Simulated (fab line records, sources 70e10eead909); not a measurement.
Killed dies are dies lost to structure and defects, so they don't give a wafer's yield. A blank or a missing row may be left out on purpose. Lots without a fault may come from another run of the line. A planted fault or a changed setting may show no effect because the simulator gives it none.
A struck lot beside a sound one | flow nand_harc | 15 steps out of a route of 1302
Sound: wafers L364.1, L364.3, L364.5. Struck: wafers L367.1, L367.4, L367.6. The cause comes at the end.
At each step with rows: each side's tool, then ch and its chambers, then its first start. Under that, the readings that differ: sound wafers | struck wafers | difference of the means | sigmas: that difference in standard deviations of wafers without a fault.
alike: readings whose means differ by less than 2 such deviations, and words and numbers that are the same on both sides. not compared: withheld readings, readings that some wafer has no value for, bounds like >300 that may hide the same value, and numbers for which the record gives no deviation and whose values overlap.
The two part at a step that has a row with sigmas, a row that says differs or no value, or rows on one side only. Numbers that don't overlap but have no deviation are shown without sigmas and don't part them. A reading that every wafer of one side lacks parts them only if that side has two wafers or more.

first, 3 steps without rows for these wafers: NHARC_THIN_TSV_EXPOSE_09 (exposes mask TSV); NHARC_THIN_TSV_PEB_10 (peb time 85 s); NHARC_THIN_TSV_DEVELOP_11 (time 70 s).
NHARC_THIN_TSV_CD_MEAS_12: target cd 1000 nm.
  sound on cd_sem-01 ch 0, day 27 22:52; struck on cd_sem-03 ch 0, day 29 17:01
  alike: cd_nm
then, 1 step without rows for these wafers: NHARC_THIN_TSV_HARDBAKE_13 (time 80 s).
NHARC_THIN_TSV_DESCUM_14: chemistry O2, time 3 s.
  sound on rie_diel-02 ch 0,1,3, day 27 23:02; struck on rie_diel-02 ch 1,2, day 29 17:11
  reading               | sound             | struck            | difference | sigmas
  oes_product_au (a.u.) | 0.991 0.986 0.994 | 1.008 1.014 1.006 | +0.019     | +2
  alike: drypump_motor_current_A, rf_vpp_V, showerhead_plenum_p_Torr, throttle_valve_pct
  not compared: rf_hours_counter_h
NHARC_THIN_TSV_ETCH_44: etches the open film in CF4/O2, target depth 1594.2 nm, time 797.1 s.
  sound on rie_diel-02 ch 0,1,3, day 27 23:08; struck on rie_diel-02 ch 1,2,3, day 29 17:16
  alike: drypump_motor_current_A, oes_product_au, rf_vpp_V, showerhead_plenum_p_Torr, throttle_valve_pct
  not compared: rf_hours_counter_h
NHARC_THIN_TSV_ETCH_15: target depth 3000 nm, bosch target overetch cycles 2, bosch etch step 2.8 s.
  sound on rie_si-06 ch 0,2, day 27 23:50; struck on rie_si-01 ch 0,1,3, day 29 17:51
  alike: drypump_motor_current_A
  not compared: rf_hours_counter_h
NHARC_THIN_TSV_CD_MEAS_16:
  sound on cd_sem-03, day 27 23:58; struck on cd_sem-03, day 29 17:58
  alike: cd_nm
NHARC_THIN_TSV_STRIP_45: strips in O2.
  sound on plasma_asher-01 ch 0,1, day 28 00:02; struck on plasma_asher-01 ch 1, day 29 18:05
  alike: drypump_motor_current_A, heater_power_w
  not compared: rf_hours_counter_h
then, 2 steps without rows for these wafers: NHARC_THIN_TSV_STRIP_46 (strips in post etch residue remover, time 1200 s); NHARC_THIN_TSV_DEP_47 (deposits SiO2, target thk 200 nm).
NHARC_THIN_TSV_ETCHBACK_48: etches the open film in C4F8/Ar, target depth 1028.5 nm, time 405.17 s.
  sound on rie_diel-02 ch 1,3, day 28 01:14; struck on rie_diel-02 ch 0,2,3, day 29 19:19
  reading        | sound       | struck                  | difference | sigmas
  over_etch_frac | 0.3 0.3 0.3 | 0.25692 0.25692 0.25692 | -0.04308   |
  alike: oes_product_au, rf_vpp_V
  not compared: rf_hours_counter_h
NHARC_THIN_TSV_STRIP_62: strips in N2/H2, time 20 s.
  sound on plasma_asher-01 ch 0,1, day 28 01:41; struck on plasma_asher-01 ch 0,1, day 29 20:29
  alike: drypump_motor_current_A, heater_power_w
  not compared: rf_hours_counter_h
NHARC_END_SORT_01:
  the record has rows for the sound wafers here (prober-02 ch 0, day 28 13:38) and none for the struck ones

WHERE THEY PART
First at NHARC_THIN_TSV_DESCUM_14; last, within this record, at NHARC_END_SORT_01.

WHY: what the simulator had put in
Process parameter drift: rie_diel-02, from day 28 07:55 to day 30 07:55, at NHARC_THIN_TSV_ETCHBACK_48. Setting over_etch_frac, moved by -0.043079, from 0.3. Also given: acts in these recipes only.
